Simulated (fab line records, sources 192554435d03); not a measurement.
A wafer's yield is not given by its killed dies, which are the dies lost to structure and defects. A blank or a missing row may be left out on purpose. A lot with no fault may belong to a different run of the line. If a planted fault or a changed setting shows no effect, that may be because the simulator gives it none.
A struck lot beside a sound one    flow n5 finfet    14 out of 1938 route steps
Sound: these wafers, L613.2, L613.3, L613.6. Struck: wafer L617.4 (left out: L617.5, a lot-mate that was not struck); the cause follows at the end.
For every step that has rows: the tool of each side, followed by ch and its chambers, followed by its first start. Under that, the readings that differ: sound wafers    struck wafers    difference of the means    sigmas: that difference in standard deviations of wafers without a fault.
alike: words and numbers the same on both sides, and readings whose means are apart by under 2 such deviations; not compared: readings that were withheld, readings missing a value for some wafer, numbers with overlapping values and no deviation given by the record, and bounds like >300 which may hide the same value.
A row with sigmas, a row that says differs or no value, or rows on one side alone: a step with any of these is where the two part. Numbers that have no deviation but don't overlap get no sigmas and don't part them. A reading missing from all wafers of one side parts the sides only when that side holds two or more wafers.

first, 8 steps without rows for these wafers: N5_MIM_TOP_LITHO_HMDS_01 (time 60 s); N5_MIM_TOP_LITHO_COAT_02; N5_MIM_TOP_LITHO_EBR_04; N5_MIM_TOP_LITHO_SOFTBAKE_03 (time 90 s); N5_MIM_TOP_LITHO_EXPOSE_05 (exposes mask MIM TOP, target cd 2000 nm); N5_MIM_TOP_LITHO_PEB_06; N5_MIM_TOP_LITHO_DEVELOP_07 (develop time 60 s); N5_MIM_TOP_LITHO_HARDBAKE_09 (time 120 s).
N5_MIM_TOP_LITHO_CD_MEAS_08: target cd 2000 nm.
  sound on cd sem-01 ch 0, day 16 04:49; struck on cd sem-01 ch 0, day 17 00:04
  alike: cd nm
N5_MIM_TOP_LITHO_OVL_MEAS_11:
  sound on overlay-02 ch 0, day 16 04:50; struck on overlay-01 ch 0, day 17 00:05
  alike: MIM_TOP_OVL
N5_MIM_TOP_LITHO_INSPECT_12: inspects for defects (macro).
  sound on defect inspect-02, day 16 04:52; struck on defect inspect-02, day 17 00:07
  alike: raw defect count
N5_MIM_TOP_LITHO_DESCUM_10: chemistry O2, time 7.9 s.
  sound on rie diel-02 ch 1,3, day 16 04:54; struck on rie diel-04 ch 2, day 17 00:30
  alike: drypump motor current A, o2 flow sccm, oes product au, rf fwd power W, rf vpp V, showerhead plenum p Torr, throttle valve pct
  not compared: rf hours counter h
N5_MIM_TOP_ETCH_ETCH_00: etches TiN in Cl2/BCl3, target depth 38.5 nm.
  sound on rie metal-02 ch 0, day 16 05:02; struck on rie metal-02 ch 0, day 17 00:38
reading                                   sound             struck  difference  sigmas
oes product au (a.u.)                     0.81 0.80 0.81    1.05    +0.24       +2
model.MIM_TOP_ETCH.feature depth nm (nm)  38 37.8 38.4      58      +20         
model.etch.depth nm (nm)                  37.96 37.7 38.33  58.03   +20.03      
  alike: drypump motor current A, mfc cl2 sccm, rf fwd power W, throttle valve pct
  not compared: rf hours counter h, model.coat_of_MIM_TOP_LITHO_COAT_02.thk nm
N5_MIM_TOP_ETCH_STRIP_01: strips in O2.
  sound on rie diel-05 ch 0,3, day 16 05:15; struck on rie diel-01 ch 1, day 17 00:44
  alike: drypump motor current A, o2 flow sccm, oes product au, rf vpp V, showerhead plenum p Torr, throttle valve pct
  not compared: rf hours counter h

WHERE THEY PART
Only at N5_MIM_TOP_ETCH_ETCH_00, within this record. Later steps at which nothing parts them and some readings are alike: N5_MIM_TOP_ETCH_STRIP_01.

WHY: what had been put in by the simulator
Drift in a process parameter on rie metal-02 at N5_MIM_TOP_ETCH_ETCH_00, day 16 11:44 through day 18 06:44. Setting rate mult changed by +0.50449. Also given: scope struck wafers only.
